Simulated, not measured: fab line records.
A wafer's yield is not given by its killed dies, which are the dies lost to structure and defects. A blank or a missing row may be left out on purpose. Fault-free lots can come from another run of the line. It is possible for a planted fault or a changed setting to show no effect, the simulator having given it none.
Problem report in the 8D (eight disciplines) form, filled by code -- flow nand harc -- the parts of the form that need people (team, actions taken, sign-off) are left out

## 1. WHAT IS WRONG
Mean of run length s at NHARC_A_STAIRCASE_ETCH_253: 38.5 s across 6 wafers in 3 lots; on wafers with no fault it is 41.4 s (standard deviation 0.56). Relative to the usual mean, that is a shift of -5.1 standard deviations.
The step: etches the open film in C4F8/O2, target depth 50 nm, time 20.2 s.
First observed at day 19 02:25: wafer L615.1, on rie diel-11. The record holds 36 wafers of 13 lots with a number at this step. By rule, "out" or "out of limits" means more than 4 standard deviations away from the usual mean. Any other wafer with a number is counted as sound.

## 2. WHAT IT IS; WHAT IT IS NOT
question,is,is not
which readings at this step,run length s,"oes product au, rf vpp V"
which lots,"L615, L616, L617","L608, L614, L621, L623, L624, L625, L626, L629, L630, L631"
which wafers of those lots,all that have a number,-
read on which tools,rie diel-11,"rie diel-02, rie diel-10"
when,from day 19 02:25,"up to then (3 sound wafers); but 27 sound wafers of L614, L621, L623, L624, L625, L626, L629, L630, L631 came after"

## 3. THE SUSPECTS, EACH WITH WHAT RULES IT OUT
Counting: a tool at a process step up to the reading stays a suspect if it ran every lot that is out and no sound lot after the first of them.
- rie diel-11 at NHARC_A_STAIRCASE_TRIM_233 (chemistry O2, time 211.2 s): ruled out as a lasting fault. After its first lot that is out, L615 (day 19 00:56), sound lots L621, L623, L625, L629 ran on it. NHARC_A_STAIRCASE_TRIM_233 gives no start for some lots, so the hours and the order of its lots are those of NHARC_A_STAIRCASE_STRIP_238.
- plasma asher-01 at NHARC_A_STAIRCASE_STRIP_238 (strips in O2): ruled out as a lasting fault. After its first lot that is out, L615 (day 19 00:56), sound lots L614, L625, L626, L631, L630 ran on it.
- rie diel-11 at NHARC_A_STAIRCASE_ETCH_253 (etches the open film in C4F8/O2, target depth 50 nm, time 20.2 s): ruled out as a lasting fault. After its first lot that is out, L615 (day 19 02:25), sound lots L621, L623, L625, L629, L631, L630 ran on it.
Left after counting: nothing in the record.

## 4. THE CAUSE (what the simulator had put in)
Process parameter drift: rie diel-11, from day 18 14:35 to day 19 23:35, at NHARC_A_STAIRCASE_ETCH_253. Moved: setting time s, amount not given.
Counting ruled it out, wrongly.

## 5. THE EFFECT CHAIN, in route order
Rows list readings where the struck wafers' mean (over those with a number) sits beyond 3 standard deviations from the usual. Readings are gone through only where the record gives a usual standard deviation; hours: the median, over the lots, of the time from a lot's start at the first step in this table giving one to that lot's start at this step; sigmas: the change measured in usual standard deviations.
hours,step,reading,usual,on struck wafers,change,sigmas
0,NHARC_A_STAIRCASE_ETCH_253,run length s,41.4 s,38.5,-2.9,-5.1
It contains these process steps:
- NHARC_A_STAIRCASE_ETCH_253: etches the open film in C4F8/O2, target depth 50 nm, time 20.2 s.
Readings that are blank on the struck wafers while sound wafers have them: bias w at NHARC_A_STAIRCASE_ETCH_253.
At these later measuring or inspecting steps, every struck wafer for which the step has a row has a number for every such reading, and none has moved that far: NHARC_END_SORT_01.

## 6. HOW IT WOULD HAVE BEEN CAUGHT EARLIER
In this record the first reading out of limits was taken at day 19 02:25, 12 hours after the fault began at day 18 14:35.
